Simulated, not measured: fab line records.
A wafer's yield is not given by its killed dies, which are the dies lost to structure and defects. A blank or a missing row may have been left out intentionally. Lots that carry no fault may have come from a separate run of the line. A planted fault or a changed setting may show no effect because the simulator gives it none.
Matching of chambers || flow n5-finfet || ald-metal-02 running N5_HKMG_FIN_ALD_91: 4 sister chambers
The step deposits TiN, target thk 1 nm, pulse time 1 s, purge time 3 s. 8 wafers are shown with their chamber, then 8 later ones without.

EACH WAFER AND ITS CHAMBER
{"wafer": "L075.6", "chamber": 0, "heater-power-w (W)": 959, "precursor-pulse-height-rel": 1.010}
{"wafer": "L076.3", "chamber": 0, "heater-power-w (W)": 962, "precursor-pulse-height-rel": 1.020}
{"wafer": "L078.2", "chamber": 3, "heater-power-w (W)": 715, "precursor-pulse-height-rel": 0.966}
{"wafer": "L084.6", "chamber": 1, "heater-power-w (W)": 930, "precursor-pulse-height-rel": 1.004}
{"wafer": "L086.2", "chamber": 3, "heater-power-w (W)": 725, "precursor-pulse-height-rel": 1.038}
{"wafer": "L086.3", "chamber": 1, "heater-power-w (W)": 971, "precursor-pulse-height-rel": 1.017}
{"wafer": "L086.6", "chamber": 2, "heater-power-w (W)": 883, "precursor-pulse-height-rel": 1.034}
{"wafer": "L089.1", "chamber": 2, "heater-power-w (W)": 880, "precursor-pulse-height-rel": 0.988}

WAFERS WITH NO CHAMBER GIVEN
{"wafer": "L089.2", "heater-power-w (W)": 960, "precursor-pulse-height-rel": 0.969}
{"wafer": "L089.6", "heater-power-w (W)": 878, "precursor-pulse-height-rel": 1.039}
{"wafer": "L093.2", "heater-power-w (W)": 957, "precursor-pulse-height-rel": 1.020}
{"wafer": "L093.5", "heater-power-w (W)": 717, "precursor-pulse-height-rel": 0.977}
{"wafer": "L093.6", "heater-power-w (W)": 978, "precursor-pulse-height-rel": 0.983}
{"wafer": "L096.3", "heater-power-w (W)": 862, "precursor-pulse-height-rel": 0.979}
{"wafer": "L096.4", "heater-power-w (W)": 967, "precursor-pulse-height-rel": 1.013}
{"wafer": "L096.5", "heater-power-w (W)": 932, "precursor-pulse-height-rel": 1.028}

THE CHAMBER EACH PASSED THROUGH
{"wafer": "L089.2", "from the rows above": "can't be placed: 1 or 0", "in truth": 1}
{"wafer": "L089.6", "from the rows above": 2, "in truth": 2}
{"wafer": "L093.2", "from the rows above": "can't be placed: 0 or 1", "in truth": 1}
{"wafer": "L093.5", "from the rows above": 3, "in truth": 3}
{"wafer": "L093.6", "from the rows above": "can't be placed: 0 or 1", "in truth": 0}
{"wafer": "L096.3", "from the rows above": 2, "in truth": 2}
{"wafer": "L096.4", "from the rows above": "can't be placed: 0 or 1", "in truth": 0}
{"wafer": "L096.5", "from the rows above": "can't be placed: 1 or 0", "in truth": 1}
Correctly placed: 3 of 8. Cannot be placed on the basis of these rows: 5; the candidates contain the true chamber in 5. Number placed wrongly: 0.
How it was worked out, from the rows above alone: a wafer's distance from a chamber is the root of the sum, over the readings, of the square of ((its reading less the chamber's mean) divided by the reading's scatter). The wafer belongs to the nearest chamber; if the next one is less than 2 further off, it can't be placed. For every chamber, the mean is computed from those of its wafers that are shown. The scatter: the root of (the sum of the squares of (reading less its chamber's mean) over the shown wafers, divided by (wafers less chambers)).
